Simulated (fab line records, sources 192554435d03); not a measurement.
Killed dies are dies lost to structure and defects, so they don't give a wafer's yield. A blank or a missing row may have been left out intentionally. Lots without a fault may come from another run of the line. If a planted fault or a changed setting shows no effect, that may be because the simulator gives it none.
fab line records ; flow n5-finfet
record lots=9; wafers=27; last-day=18
route steps=1938 shown HKMG_FIN@438 BEOL_M4@1111
lots with no fault: from the same line, run without faults
start-h: start of the lot's first displayed wafer, in hours after the record's first day ; wait-h: time in hours since the lot's previous step ; " as in the row above ; L1.1+2: several wafers, shown together as one row ; - no value present, or no start provided ; * or withheld: withheld ; < > ~ a bound
route shown NAME@n: NAME is a module with steps in the file, n the number in the route of the first one ; usual: mean/standard deviation of fault-free wafers ; same: alike in all rows ; chamber/n: place in a boat ; sites: readings site by site ; _std_site: standard deviation of those values ; _edge_site: mean of outer sites minus mean of inner sites ; radius-mm: for every site, how far away it sits from the centre of the wafer ; mask NAME#n: copy n ; behind: the tool/chamber that last shaped the wafer ; hold: the reason the lot was held/the length of the hold in hours/how it ended ; device: the transistor (n, p or np) that didn't switch ; end of line: the route-end tests of the same wafers ; a step given without rows: its recipe and nothing more ; killed: at the first sort, the dies lost to defects and structure; wafer yield is something else ; map: a wafer's dies, x killed, . not, _ none there
set.NAME: the run value of the setting; set.NAME@STEP: its run value at that earlier step ; model.NAME: the simulator's own value behind a step, which no gauge read
a sample of lots followed through the steps of the route, with each step as a table and each wafer as a row
services: when a tool's chamber went out of use (start-h, in hours from the record's first day, below 0 if earlier), for how many hours, and the reason
## steps
# step N5_HKMG_FIN_ETCH_35
# recipe chemistry=N2/H2; target=SOC; target-depth-a=2158; ion-energy-ev=65; bias-w=5; source-w=3000; time-s=243.4; pressure-mtorr=30; n2-flow-sccm=200; h2-flow-sccm=200
# usual drypump-motor-current-A=5.7/0.44; oes-product-au=0.76/0.057; rf-vpp-V=141.8/1; showerhead-plenum-p-Torr=2.58/0.068; throttle-valve-pct=17.76/0.19
lot.wafer;tool;chamber;start-h;wait-h;drypump-motor-current-A;oes-product-au;rf-hours-counter-h;rf-vpp-V;showerhead-plenum-p-Torr;throttle-valve-pct
L991.2;rie-diel-03;0;81.67;0.0;5.3;0.84;71;143.2;2.67;17.41
L991.4;rie-diel-03;1;81.67;0.0;5.4;0.79;107;140.4;2.57;17.60
L991.5;rie-diel-03;0;81.67;0.0;5.3;0.84;-;141.7;2.67;17.42
L993.1;rie-diel-04;0;94.17;0.0;6.1;0.76;139;141.4;2.54;18.01
L993.4;rie-diel-04;1;94.17;0.0;6.0;0.90;14;141.9;2.61;17.86
L993.6;rie-diel-04;0;94.17;0.0;6.1;0.77;-;141.6;2.54;18.02
L994.1;rie-diel-03;1;99.37;0.0;5.4;0.78;113;140.1;2.57;17.62
L994.3;rie-diel-03;2;99.37;0.0;5.2;0.80;140;141.6;2.53;17.54
L994.6;rie-diel-03;0;99.37;0.0;5.3;0.84;-;143.4;2.67;17.43
L999.1;rie-diel-04;3;136.20;0.0;5.9;0.72;192;141.5;2.62;17.75
L999.2;rie-diel-04;1;136.20;0.0;6.0;0.86;29;141.2;2.60;17.88
L999.4;rie-diel-04;0;136.20;0.0;6.1;0.76;156;140.9;2.54;18.04
L100.1;rie-diel-01;0;136.65;0.0;5.9;0.76;144;142.1;2.54;17.68
L100.3;rie-diel-01;3;136.65;0.0;6.2;0.88;28;142.2;2.69;17.50
L100.6;rie-diel-01;1;136.65;0.0;5.1;0.72;-;143.8;2.63;17.87
L103.2;rie-diel-01;3;155.91;0.0;6.2;0.86;35;143.3;2.69;17.49
L103.4;rie-diel-01;1;155.91;0.0;5.1;0.72;230;139.9;2.63;17.90
L103.6;rie-diel-01;3;155.91;0.0;6.2;0.87;-;141.1;2.69;17.50
L107.2;rie-diel-04;2;178.52;0.0;6.1;0.69;240;140.8;2.50;17.67
L107.3;rie-diel-04;0;178.52;0.0;6.1;0.74;171;142.0;2.53;18.07
L107.4;rie-diel-04;3;178.52;0.0;5.9;0.72;207;142.1;2.61;17.78
L112.1;rie-diel-01;3;208.30;0.0;6.2;0.84;48;143.2;2.68;17.51
L112.2;rie-diel-01;1;208.30;0.0;5.1;0.70;250;140.6;2.62;17.93
L112.3;rie-diel-01;0;208.30;0.0;5.8;0.74;171;140.0;2.53;17.72
L113.1;rie-diel-01;1;213.06;0.0;5.1;0.70;252;143.5;2.62;17.93
L113.4;rie-diel-01;3;213.06;0.0;6.2;0.84;50;142.5;2.68;17.51
L113.5;rie-diel-01;3;213.06;0.0;6.2;0.85;-;142.3;2.68;17.54
# step N5_HKMG_FIN_STRIP_19
# recipe chemistry=N2/H2; power-w=2500; temp-c=300; h2-frac=0.65; time-s=360; pressure-mtorr=withheld; n2-flow-sccm=1750; h2-flow-sccm=3250
# usual drypump-motor-current-A=5.8/0.69; heater-power-w=479/26
lot.wafer;tool;chamber;start-h;wait-h;drypump-motor-current-A;heater-power-w;rf-hours-counter-h
L991.2;plasma-asher-01;1;81.96;0.0;4.9;469;84
L991.4;plasma-asher-01;1;81.96;0.0;4.9;456;-
L991.5;plasma-asher-01;1;81.96;0.0;4.9;466;-
L993.1;plasma-asher-02;0;94.50;0.0;6.8;469;39
L993.4;plasma-asher-02;0;94.50;0.0;6.8;454;-
L993.6;plasma-asher-02;1;94.50;0.0;5.7;525;-
L994.1;plasma-asher-01;1;99.66;0.0;4.9;482;88
L994.3;plasma-asher-01;0;99.66;0.0;6.1;468;-
L994.6;plasma-asher-01;0;99.66;0.0;6.1;475;-
L999.1;plasma-asher-02;0;136.49;0.0;6.8;453;46
L999.2;plasma-asher-02;1;136.49;0.0;5.7;521;46
L999.4;plasma-asher-02;0;136.49;0.0;6.8;470;-
L100.1;plasma-asher-01;0;136.94;0.0;6.1;469;96
L100.3;plasma-asher-01;1;136.94;0.0;4.8;465;-
L100.6;plasma-asher-01;1;136.94;0.0;4.8;478;-
L103.2;plasma-asher-01;1;156.21;0.0;4.9;466;99
L103.4;plasma-asher-01;0;156.21;0.0;6.1;476;-
L103.6;plasma-asher-01;1;156.21;0.0;4.9;469;-
L107.2;plasma-asher-01;1;178.81;0.0;4.9;466;104
L107.3;plasma-asher-01;1;178.81;0.0;4.9;467;-
L107.4;plasma-asher-01;0;178.81;0.0;6.1;467;-
L112.1;plasma-asher-01;0;208.59;0.0;6.1;472;108
L112.2;plasma-asher-01;1;208.59;0.0;4.9;466;108
L112.3;plasma-asher-01;1;208.59;0.0;4.9;475;-
L113.1;plasma-asher-01;0;213.36;0.0;6.1;454;110
L113.4;plasma-asher-01;0;213.36;0.0;6.1;471;-
L113.5;plasma-asher-01;1;213.36;0.0;4.9;467;-
# step N5_HKMG_FIN_ALD_21
# recipe material=TiN; target-thk-a=15; temp-c=400; ald-precursor-family=TiCl4; ald-co-reactant=NH3; pulse-time-s=1; purge-time-s=3; co-reactant-purge-time-s=2; co-reactant-pulse-time-s=2; ald-cycles=68; pressure-torr=3
# usual heater-power-w=885/72; precursor-pulse-height-rel=1.001/0.019; susceptor-temp-C=400.01/0.24
# same purge-time-s=3
lot.wafer;tool;chamber;start-h;wait-h;heater-power-w;precursor-pulse-height-rel;susceptor-temp-C
L991.2;ald-metal-04;1;84.67;0.3;897;1.044;400.13
L991.4;ald-metal-04;2;84.67;0.3;897;1.005;400.31
L991.5;ald-metal-04;3;84.67;0.3;801;0.995;400.01
L993.1;ald-metal-03;2;97.13;0.3;912;1.000;400.18
L993.4;ald-metal-03;0;97.13;0.3;898;1.010;399.72
L993.6;ald-metal-03;3;97.13;0.3;1015;0.992;400.06
L994.1;ald-metal-04;3;102.43;0.3;812;1.024;399.87
L994.3;ald-metal-04;1;102.43;0.3;892;0.973;400.03
L994.6;ald-metal-04;0;102.43;0.3;899;0.986;399.60
L999.1;ald-metal-03;1;139.17;0.3;753;1.030;400.17
L999.2;ald-metal-03;0;139.17;0.3;917;1.010;399.98
L999.4;ald-metal-03;3;139.17;0.3;1003;1.004;400.05
L100.1;ald-metal-04;3;139.60;0.3;787;1.000;396.35
L100.3;ald-metal-04;0;139.60;0.3;860;1.004;396.19
L100.6;ald-metal-04;1;139.60;0.3;881;0.994;396.39
L103.2;ald-metal-04;1;158.74;0.3;872;0.972;396.30
L103.4;ald-metal-04;0;158.74;0.3;860;0.999;395.82
L103.6;ald-metal-04;3;158.74;0.3;788;0.976;396.06
L107.2;ald-metal-01;1;181.63;0.3;726;0.991;400.43
L107.3;ald-metal-01;2;181.63;0.3;980;0.959;400.06
L107.4;ald-metal-01;0;181.63;0.3;845;0.983;399.71
L112.1;ald-metal-01;2;211.13;0.3;1002;0.976;399.85
L112.2;ald-metal-01;0;211.13;0.3;874;1.025;399.67
L112.3;ald-metal-01;1;211.13;0.3;748;1.015;399.79
L113.1;ald-metal-04;0;216.07;0.3;901;0.995;399.63
L113.4;ald-metal-04;1;216.07;0.3;914;1.010;399.54
L113.5;ald-metal-04;3;216.07;0.3;837;1.011;400.02
# step N5_HKMG_FIN_W_FILL_22
# recipe material=W; target-thk-a=600; temp-c=400; pressure-torr=39.4; time-s=18.2
# usual heater-power-w=936/73; throttle-valve-pct=19.4/0.4
lot.wafer;tool;chamber;start-h;wait-h;heater-power-w;throttle-valve-pct
L991.2;cvd-w-01;1;85.09;0.0;1018;20.0
L991.4;cvd-w-01;0;85.09;0.0;968;19.4
L991.5;cvd-w-01;1;85.09;0.0;1013;19.8
L993.1;cvd-w-01;1;97.56;0.0;1036;20.2
L993.4;cvd-w-01;0;97.56;0.0;976;19.5
L993.6;cvd-w-01;0;97.56;0.0;985;19.4
L994.1;cvd-w-01;1;102.85;0.0;1042;20.0
L994.3;cvd-w-01;0;102.85;0.0;988;19.3
L994.6;cvd-w-01;0;102.85;0.0;988;19.4
L999.1;cvd-w-01;1;139.59;0.0;1041;20.3
L999.2;cvd-w-01;0;139.59;0.0;992;19.4
L999.4;cvd-w-01;0;139.59;0.0;982;19.5
L100.1;cvd-w-02;1;140.03;0.0;801;18.8
L100.3;cvd-w-02;0;140.03;0.0;923;19.0
L100.6;cvd-w-02;0;140.03;0.0;887;19.0
L103.2;cvd-w-01;0;159.17;0.0;1016;19.7
L103.4;cvd-w-01;1;159.17;0.0;1066;20.0
L103.6;cvd-w-01;0;159.17;0.0;995;19.5
L107.2;cvd-w-02;1;182.05;0.0;859;19.5
L107.3;cvd-w-02;1;182.05;0.0;843;19.0
L107.4;cvd-w-02;0;182.05;0.0;921;19.3
L112.1;cvd-w-02;1;211.56;0.0;842;19.5
L112.2;cvd-w-02;0;211.56;0.0;925;19.2
L112.3;cvd-w-02;1;211.56;0.0;852;19.0
L113.1;cvd-w-02;0;216.49;0.0;904;19.3
L113.4;cvd-w-02;1;216.49;0.0;837;19.4
L113.5;cvd-w-02;1;216.49;0.0;824;19.5
# step N5_BEOL_M4_RC_MEAS_101
# usual DIBL_N=36.2/1.7; DIBL_P=36.2/2.2; IOFF_N=0.16/0.035; IOFF_P=0.21/0.042; ION_N=673/13; ION_P=462/7.9; SS_N=71.4/0.59; SS_P=73.2/0.7; VT_N=250/3.6; VT_P=-251/3.5
lot.wafer;tool;chamber;start-h;wait-h;DIBL_N[mV/V];DIBL_P[mV/V];IOFF_N[nA/um];IOFF_P[nA/um];ION_N[uA/um];ION_P[uA/um];SS_N[mV/dec];SS_P[mV/dec];VT_N[mV];VT_P[mV]
L991.2;prober-01;0;167.22;0.2;36.3;36.1;0.14;0.19;653;446;70.9;73.0;250;-252
L991.4;prober-01;0;167.22;0.2;38.7;40.1;0.21;0.25;688;461;72.5;74.0;243;-247
L991.5;prober-01;0;167.22;0.2;36.4;38.5;0.17;0.22;674;465;71.4;73.9;248;-251
L993.1;prober-02;0;175.22;0.0;36.6;37.7;0.20;0.26;688;468;72.1;73.4;243;-246
L993.4;prober-02;0;175.22;0.0;39.1;41.7;0.27;0.34;713;482;71.7;74.9;240;-244
L993.6;prober-02;0;175.22;0.0;39.0;41.1;0.27;0.34;696;476;72.7;74.9;240;-243
L994.1;prober-02;0;178.17;0.0;35.5;34.9;0.14;0.19;667;464;70.9;73.4;251;-251
L994.3;prober-02;0;178.17;0.0;34.1;33.8;0.12;0.18;673;467;70.8;72.8;250;-254
L994.6;prober-02;0;178.17;0.0;36.4;35.9;0.17;0.21;689;467;71.2;72.6;247;-250
L999.1;prober-01;0;233.47;0.0;38.1;38.7;0.19;0.24;695;468;72.1;73.9;248;-246
L999.2;prober-01;0;233.47;0.0;37.1;37.4;0.17;0.22;678;464;72.0;73.7;250;-250
L999.4;prober-01;0;233.47;0.0;38.6;39.1;0.19;0.25;681;466;72.6;74.6;245;-246
L100.1;prober-01;0;237.61;0.0;36.3;36.0;0.15;0.20;673;459;71.0;73.7;253;-253
L100.3;prober-01;0;237.61;0.0;38.6;38.3;0.20;0.24;670;456;71.4;74.2;248;-251
L100.6;prober-01;0;237.61;0.0;37.6;36.5;0.17;0.21;671;462;72.3;73.1;248;-250
L103.2;prober-02;0;247.97;0.2;36.2;34.2;0.14;0.17;679;460;72.2;73.1;252;-255
L103.4;prober-02;0;247.97;0.2;35.7;34.5;0.13;0.17;680;461;70.5;73.2;254;-256
L103.6;prober-02;0;247.97;0.2;37.3;35.9;0.15;0.19;674;461;71.6;72.7;253;-251
L107.2;prober-02;0;277.09;0.2;36.2;35.5;0.16;0.21;670;465;71.2;73.1;251;-249
L107.3;prober-02;0;277.09;0.2;35.4;35.1;0.16;0.21;677;468;71.6;73.0;249;-249
L107.4;prober-02;0;277.09;0.2;36.9;37.5;0.17;0.24;676;462;72.2;73.1;249;-249
L112.1;prober-02;0;303.62;0.0;37.0;36.1;0.16;0.21;668;459;71.3;72.9;251;-250
L112.2;prober-02;0;303.62;0.0;34.4;33.8;0.12;0.17;666;457;71.0;71.9;255;-253
L112.3;prober-02;0;303.62;0.0;37.7;37.8;0.18;0.24;678;459;71.8;73.3;247;-249
L113.1;prober-01;0;305.78;0.0;34.9;36.8;0.15;0.17;665;450;70.6;73.9;252;-257
L113.4;prober-01;0;305.78;0.0;35.1;35.5;0.14;0.16;672;451;71.4;73.2;252;-259
L113.5;prober-01;0;305.78;0.0;34.1;35.1;0.13;0.16;666;454;71.0;73.1;255;-258
## services
tool;chamber;start-h;hours;kind
cvd-w-02;-;83.88;28.1;pm
rie-diel-01;0;112.49;8.4;repair
ald-metal-04;-;114.09;0.6;repair
cvd-w-01;-;116.60;1.0;repair
ald-metal-04;-;132.97;2.8;pm
plasma-asher-01;-;145.89;2.8;pm
rie-diel-03;-;150.21;4.3;pm
rie-diel-04;1;161.52;5.3;repair
cvd-w-02;1;164.22;3.2;repair
cvd-w-02;0;177.82;-;calibration
cvd-w-01;1;178.67;2.7;repair
rie-diel-03;3;180.27;-;clean
rie-diel-03;3;180.27;-;consumable-replace:focus-ring
rie-diel-03;3;180.27;28.1;scheduled-down
rie-diel-03;3;180.27;28.1;vent-cycle
rie-diel-01;3;191.98;14.3;repair
cvd-w-02;-;193.57;1.7;repair
rie-diel-04;2;210.28;-;clean
rie-diel-04;2;210.28;-;consumable-replace:focus-ring
rie-diel-04;2;210.28;22.0;scheduled-down
rie-diel-04;2;210.28;22.0;vent-cycle
rie-diel-03;-;211.67;1.7;repair
## key
first-sign step=N5_HKMG_FIN_ALD_21; reading=susceptor-temp-C; direction=down; sigmas=16; usual=*; struck=*
effect none on later readings
met-at N5_HKMG_FIN_ALD_21
struck-lots L100,L103
not-acting-at N5_HKMG_FIN_ETCH_35,N5_HKMG_FIN_STRIP_19,N5_HKMG_FIN_W_FILL_22
onset-between 102.43 139.60
fault kind=process-parameter-drift; tool=ald-metal-04; chamber=-; onset-h=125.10; steps=N5_HKMG_FIN_ALD_21; channel=temp-c; offset=*; shape=step; end-h=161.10; acts-in=*; stated=*
